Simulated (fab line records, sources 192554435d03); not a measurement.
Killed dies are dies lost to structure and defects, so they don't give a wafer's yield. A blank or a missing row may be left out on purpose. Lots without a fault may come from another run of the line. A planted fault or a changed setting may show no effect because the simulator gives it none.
Chamber matching | flow n5_finfet | N5_BEOL_M7_CURE_75 on uv_cure-03: 3 sister chambers
The step cures SiCOH lowk, time 120 s. 6 wafers are shown with their chamber, then 7 later ones without.

WAFERS WITH THEIR CHAMBER
wafer  | chamber | wafer_temp_C_max | lamp_power_pct (%)
L075.3 | 2       | 371.0            | 52.32
L075.6 | 2       | 371.0            | 52.22
L078.4 | 1       | 371.0            | 52.27
L078.5 | 1       | 371.1            | 52.28
L081.1 | 0       | 372.5            | 52.29
L081.2 | 0       | 371.6            | 52.28

WAFERS WITHOUT THEIR CHAMBER
wafer  | wafer_temp_C_max | lamp_power_pct (%)
L081.5 | 371.6            | 52.49
L089.2 | 371.4            | 52.33
L089.3 | 371.8            | 52.35
L089.5 | 371.9            | 52.27
L094.1 | 371.6            | 52.31
L094.3 | 371.5            | 52.31
L094.4 | 371.2            | 52.37

WHICH CHAMBER EACH WENT THROUGH
wafer  | from the rows above          | in truth
L081.5 | can't be placed: 0 or 1 or 2 | 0
L089.2 | can't be placed: 1 or 2 or 0 | 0
L089.3 | can't be placed: 0 or 1 or 2 | 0
L089.5 | can't be placed: 0 or 1 or 2 | 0
L094.1 | can't be placed: 0 or 1 or 2 | 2
L094.3 | can't be placed: 1 or 0 or 2 | 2
L094.4 | can't be placed: 1 or 2 or 0 | 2
Placed correctly: 0 of 7. Can't be placed from these rows: 7 (the true chamber is among the candidates in 7). Placed wrongly: 0.
How it was worked out, from the rows above alone: a wafer's distance from a chamber is the root of the sum, over the readings, of the square of ((its reading less the chamber's mean) divided by the reading's scatter). The wafer belongs to the nearest chamber; if the next one is less than 2 further off, it can't be placed. A chamber's mean is the mean of its shown wafers. The scatter: the root of (the sum of the squares of (reading less its chamber's mean) over the shown wafers, divided by (wafers less chambers)).
